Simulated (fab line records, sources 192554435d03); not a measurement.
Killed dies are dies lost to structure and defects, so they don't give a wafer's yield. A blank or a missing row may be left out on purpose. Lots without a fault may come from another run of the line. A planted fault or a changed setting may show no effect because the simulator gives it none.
Chamber matching | flow n5_finfet | N5_DUMMY_GATE_TRIM_49 on rie_si-06: 4 sister chambers
The step chemistry O2, time 29 s, target cd 14 nm. 16 wafers are shown with their chamber, then 8 later ones without.

WAFERS WITH THEIR CHAMBER
wafer  | chamber | throttle_valve_pct (%) | drypump_motor_current_A (A) | oes_product_au (a.u.)
L074.1 | 3       | 8.31                   | 5.7                         | 1.020
L074.2 | 2       | 8.48                   | 5.4                         | 1.000
L074.5 | 0       | 8.17                   | 5.6                         | 0.989
L075.3 | 2       | 8.47                   | 5.5                         | 0.997
L075.4 | 3       | 8.32                   | 5.7                         | 1.015
L075.5 | 3       | 8.32                   | 5.7                         | 1.013
L077.3 | 3       | 8.32                   | 5.6                         | 1.012
L077.4 | 1       | 7.86                   | 5.1                         | 0.990
L077.5 | 3       | 8.33                   | 5.6                         | 1.011
L078.1 | 0       | 8.17                   | 5.7                         | 0.990
L078.3 | 2       | 8.48                   | 5.4                         | 0.994
L078.4 | 3       | 8.30                   | 5.6                         | 1.004
L080.2 | 3       | 8.31                   | 5.6                         | 1.013
L080.3 | 0       | 8.16                   | 5.7                         | 1.009
L080.4 | 2       | 8.48                   | 5.4                         | 0.984
L087.3 | 3       | 8.33                   | 5.6                         | 1.019

SIGNATURES (means of the wafers above)
reading                 | chamber 0 | chamber 1 | chamber 2 | chamber 3 | scatter within a chamber
throttle_valve_pct      | 8.1667    | 7.8600    | 8.4775    | 8.3175    | 0.00862
drypump_motor_current_A | 5.667     | 5.100     | 5.425     | 5.638     | 0.0524
oes_product_au          | 0.99600   | 0.99000   | 0.99375   | 1.01337   | 0.00691
Rule: a wafer's distance from a chamber is the root of the sum, over the readings, of the square of ((its reading less the chamber's mean) divided by the reading's scatter). The wafer belongs to the nearest chamber; if the next one is less than 2 further off, it can't be placed. The scatter: the root of (the sum of the squares of (reading less its chamber's mean) over the shown wafers, divided by (wafers less chambers)).

WAFERS WITHOUT THEIR CHAMBER
wafer  | throttle_valve_pct (%) | drypump_motor_current_A (A) | oes_product_au (a.u.)
L087.4 | 7.85                   | 5.2                         | 1.006
L087.5 | 8.48                   | 5.4                         | 1.002
L088.1 | 7.86                   | 5.1                         | 1.000
L088.2 | 8.32                   | 5.6                         | 1.013
L088.5 | 8.32                   | 5.6                         | 1.007
L094.2 | 8.18                   | 5.7                         | 1.004
L094.3 | 8.48                   | 5.4                         | 0.995
L094.4 | 8.17                   | 5.7                         | 1.004

WHICH CHAMBER EACH WENT THROUGH
wafer  | from the rows above | in truth
L087.4 | 1                   | 1
L087.5 | 2                   | 2
L088.1 | 1                   | 1
L088.2 | 3                   | 3
L088.5 | 3                   | 3
L094.2 | 0                   | 0
L094.3 | 2                   | 2
L094.4 | 0                   | 0
Placed correctly: 8 of 8. Can't be placed from these rows: 0. Placed wrongly: 0.
